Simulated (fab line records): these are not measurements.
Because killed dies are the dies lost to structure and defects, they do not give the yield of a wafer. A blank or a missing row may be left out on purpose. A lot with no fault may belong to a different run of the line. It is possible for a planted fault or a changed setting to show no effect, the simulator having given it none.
Matching of chambers + flow n5Finfet + N5_BEOL_M5_CURE_79 on uvCure-03 has 3 sister chambers
The step cures SiCOH lowk, time 240 s. 3 wafers are shown with their chamber, then 12 later ones without.

== WAFERS, EACH WITH ITS CHAMBER ==
| wafer  | chamber | wafer_temp_C_max |
|--------|---------|------------------|
| L083.6 | 1       | 386.2            |
| L088.6 | 2       | 387.0            |
| L090.6 | 0       | 385.3            |

== WAFERS WITH NO CHAMBER GIVEN ==
| wafer  | wafer_temp_C_max |
|--------|------------------|
| L091.2 | 387.1            |
| L091.3 | 386.5            |
| L091.4 | 387.1            |
| L092.2 | 386.1            |
| L092.4 | 385.9            |
| L092.5 | 386.3            |
| L094.2 | 385.7            |
| L094.4 | 386.3            |
| L094.5 | 385.8            |
| L097.1 | 386.2            |
| L097.2 | 385.9            |
| L097.5 | 386.2            |

== THE CHAMBER EACH PASSED THROUGH ==
| wafer  | from the rows above     | in truth                   |
|--------|-------------------------|----------------------------|
| L091.2 | 2                       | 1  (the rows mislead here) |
| L091.3 | can't be placed: 1 or 2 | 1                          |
| L091.4 | 2                       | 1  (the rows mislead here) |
| L092.2 | 1                       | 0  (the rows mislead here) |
| L092.4 | can't be placed: 1 or 0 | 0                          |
| L092.5 | 1                       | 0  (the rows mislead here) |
| L094.2 | can't be placed: 0 or 1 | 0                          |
| L094.4 | 1                       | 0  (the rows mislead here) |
| L094.5 | can't be placed: 1 or 0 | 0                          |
| L097.1 | 1                       | 1                          |
| L097.2 | can't be placed: 1 or 0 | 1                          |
| L097.5 | 1                       | 1                          |
Correctly placed: 2 of 12. Can't be placed from these rows: 5 (the true chamber is among the candidates in 5). 5 placed wrongly.
How it was worked out, from the rows above alone: a wafer's distance from a chamber is the root of the sum, over the readings, of the square of ((its reading less the chamber's mean) divided by the reading's scatter). The wafer belongs to the nearest chamber; if the next one is less than 2 further off, it can't be placed. For every chamber, the mean is computed from those of its wafers that are shown. The scatter: root of mean squared gap, hidden wafer to nearest shown wafer, with one shown wafer a chamber.
